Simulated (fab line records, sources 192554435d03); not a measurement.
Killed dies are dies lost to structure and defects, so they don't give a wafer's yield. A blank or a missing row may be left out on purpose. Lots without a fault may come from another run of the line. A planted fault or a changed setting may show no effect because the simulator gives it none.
Split-lot experiment | flow n5_finfet | 7 lots, 39 wafers read, on a route of 1938 steps

THE SPLIT
At N5_SD_EPI_N_EPI_21 (deposits Si:P, time 690 s), the setting pressure_torr was moved away from the recipe's 255 Torr on 24 of the 39 wafers read, by -18.2% to +10.5%. The other wafers ran this setting at the recipe's value.

FROM THE SPLIT TO THE READING: what the file shows between them, 11 steps
- N5_SD_EPI_N_PRECLEAN_24: cleans in O3/DIW, time 60 s
- N5_SD_EPI_P_EXPOSE_06: exposes mask SD P BLK, target cd 240 nm (also split here: dose_mj)
- N5_SD_EPI_P_PEB_07: peb time 60 s
- N5_SD_EPI_P_DEVELOP_08: develop time 30 s
- N5_SD_EPI_P_CD_MEAS_09: target cd 240 nm
- N5_SD_EPI_P_DESCUM_14: chemistry O2, time 7.9 s
- N5_SD_EPI_P_ETCH_36: etches SiARC in CF4, target depth 45.5 nm, time 75.8 s
- N5_SD_EPI_P_ETCH_37: etches SOC in N2/H2, overetch 108 nm, time 486 s
- N5_SD_EPI_P_STRIP_38: strips in N2/H2
- N5_SD_ACTIVATION_RTA_00: time 0 s
- N5_SD_ACTIVATION_LSA_01: time 0.0008 s

THE READING
RS_SD_N, in ohm/sq, at N5_SD_ACTIVATION_RS_MEAS_03 (measures by four-point-probe). Fault-free wafers of this fab line usually give 21.89 ohm/sq, standard deviation 0.28 ohm/sq.

wafer  | tool, chamber at the split | pressure_torr as run, Torr | against the recipe | RS_SD_N, ohm/sq | against lot-mates on the recipe
L074.1 | epi_rpcvd-01, 0            | 255                        | recipe             | 21.79           | -
L074.2 | epi_rpcvd-01, 0            | 255                        | recipe             | 21.95           | -
L074.3 | epi_rpcvd-01, 0            | 255                        | recipe             | 21.67           | -
L074.4 | epi_rpcvd-01, 0            | 255                        | recipe             | 22.02           | -
L074.5 | epi_rpcvd-01, 0            | 255                        | recipe             | 21.88           | -
L074.6 | epi_rpcvd-01, 0            | 255                        | recipe             | 21.84           | -
L075.1 | epi_rpcvd-04, 0            | 227.5                      | -10.8%             | 23.15           | no lot-mate on the recipe
L075.2 | epi_rpcvd-04, 0            | 227.5                      | -10.8%             | 22.78           | no lot-mate on the recipe
L075.3 | epi_rpcvd-04, 0            | 227.5                      | -10.8%             | 23.05           | no lot-mate on the recipe
L075.4 | epi_rpcvd-04, 0            | 227.5                      | -10.8%             | 22.92           | no lot-mate on the recipe
L075.5 | epi_rpcvd-04, 0            | 227.5                      | -10.8%             | 22.85           | no lot-mate on the recipe
L075.6 | epi_rpcvd-04, 0            | 227.5                      | -10.8%             | 23.23           | no lot-mate on the recipe
L081.1 | epi_rpcvd-02, 0            | 208.5                      | -18.2%             | 24.27           | no lot-mate on the recipe
L081.2 | epi_rpcvd-02, 0            | 208.5                      | -18.2%             | 24.42           | no lot-mate on the recipe
L081.3 | epi_rpcvd-02, 0            | 208.5                      | -18.2%             | 24.11           | no lot-mate on the recipe
L081.4 | epi_rpcvd-02, 0            | 208.5                      | -18.2%             | 24.53           | no lot-mate on the recipe
L081.5 | epi_rpcvd-02, 0            | 208.5                      | -18.2%             | 24.61           | no lot-mate on the recipe
L081.6 | epi_rpcvd-02, 0            | 208.5                      | -18.2%             | 24.50           | no lot-mate on the recipe
L083.1 | epi_rpcvd-01, 0            | 281.9                      | +10.5%             | 20.31           | no lot-mate on the recipe
L083.2 | epi_rpcvd-01, 0            | 281.9                      | +10.5%             | 20.36           | no lot-mate on the recipe
L083.3 | epi_rpcvd-01, 0            | 281.9                      | +10.5%             | 20.52           | no lot-mate on the recipe
L083.4 | epi_rpcvd-01, 0            | 281.9                      | +10.5%             | 20.48           | no lot-mate on the recipe
L083.5 | epi_rpcvd-01, 0            | 281.9                      | +10.5%             | 20.24           | no lot-mate on the recipe
L083.6 | epi_rpcvd-01, 0            | 281.9                      | +10.5%             | 20.54           | no lot-mate on the recipe
L085.1 | epi_rpcvd-02, 0            | 255                        | recipe             | 21.40           | -
L085.2 | epi_rpcvd-02, 0            | 255                        | recipe             | 21.75           | -
L085.3 | epi_rpcvd-02, 0            | 255                        | recipe             | 21.67           | -
L085.4 | epi_rpcvd-02, 0            | 255                        | recipe             | 21.93           | -
L085.5 | epi_rpcvd-02, 0            | 255                        | recipe             | 21.66           | -
L085.6 | epi_rpcvd-02, 0            | 255                        | recipe             | 21.96           | -
L093.1 | epi_rpcvd-04, 0            | 233.4                      | -8.5%              | 23.32           | no lot-mate on the recipe
L093.2 | epi_rpcvd-04, 0            | 233.4                      | -8.5%              | 23.34           | no lot-mate on the recipe
L093.3 | epi_rpcvd-04, 0            | 233.4                      | -8.5%              | 23.26           | no lot-mate on the recipe
L093.4 | epi_rpcvd-04, 0            | 233.4                      | -8.5%              | 23.39           | no lot-mate on the recipe
L093.5 | epi_rpcvd-04, 0            | 233.4                      | -8.5%              | 23.37           | no lot-mate on the recipe
L093.6 | epi_rpcvd-04, 0            | 233.4                      | -8.5%              | 23.23           | no lot-mate on the recipe
L096.1 | epi_rpcvd-02, 0            | 255                        | recipe             | 22.17           | -
L096.2 | epi_rpcvd-02, 0            | 255                        | recipe             | 21.77           | -
L096.5 | epi_rpcvd-02, 0            | 255                        | recipe             | 22.14           | -

THE FIT
A straight line over all 39 wafers: RS_SD_N changes by -0.137 ohm/sq for each +1% of pressure_torr; r = -0.98; the points scatter about the line by 0.25 ohm/sq.
Too few moved wafers have a lot-mate on the recipe to fit a line with each lot's own level taken away.

THE WHOLE CHAIN: every reading that the file lists as answering this split, in the file's order
step                        | what it does                 | reading                                                                         | change (the file's fit)               | r (the file's)
N5_SD_EPI_N_EPI_21          | deposits Si:P, time 690 s    | Si-P_of_SD_EPI_N_EPI_21.thk_nm (the simulator's own value, which no gauge read) | +0.327 nm for each +1% of the setting | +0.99
N5_SD_EPI_N_PRECLEAN_24     | cleans in O3/DIW, time 60 s  | Si-P_of_SD_EPI_N_EPI_21.thk_nm (the simulator's own value, which no gauge read) | +0.324 nm for each +1% of the setting | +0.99
N5_SD_ACTIVATION_RS_MEAS_03 | measures by four-point-probe | RS_SD_N                                                                         | -0.137 for each +1% of the setting    | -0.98

THE FILE'S OWN FIT
RS_SD_N changes by -0.137 ohm/sq for each +1% of pressure_torr, r = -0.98.
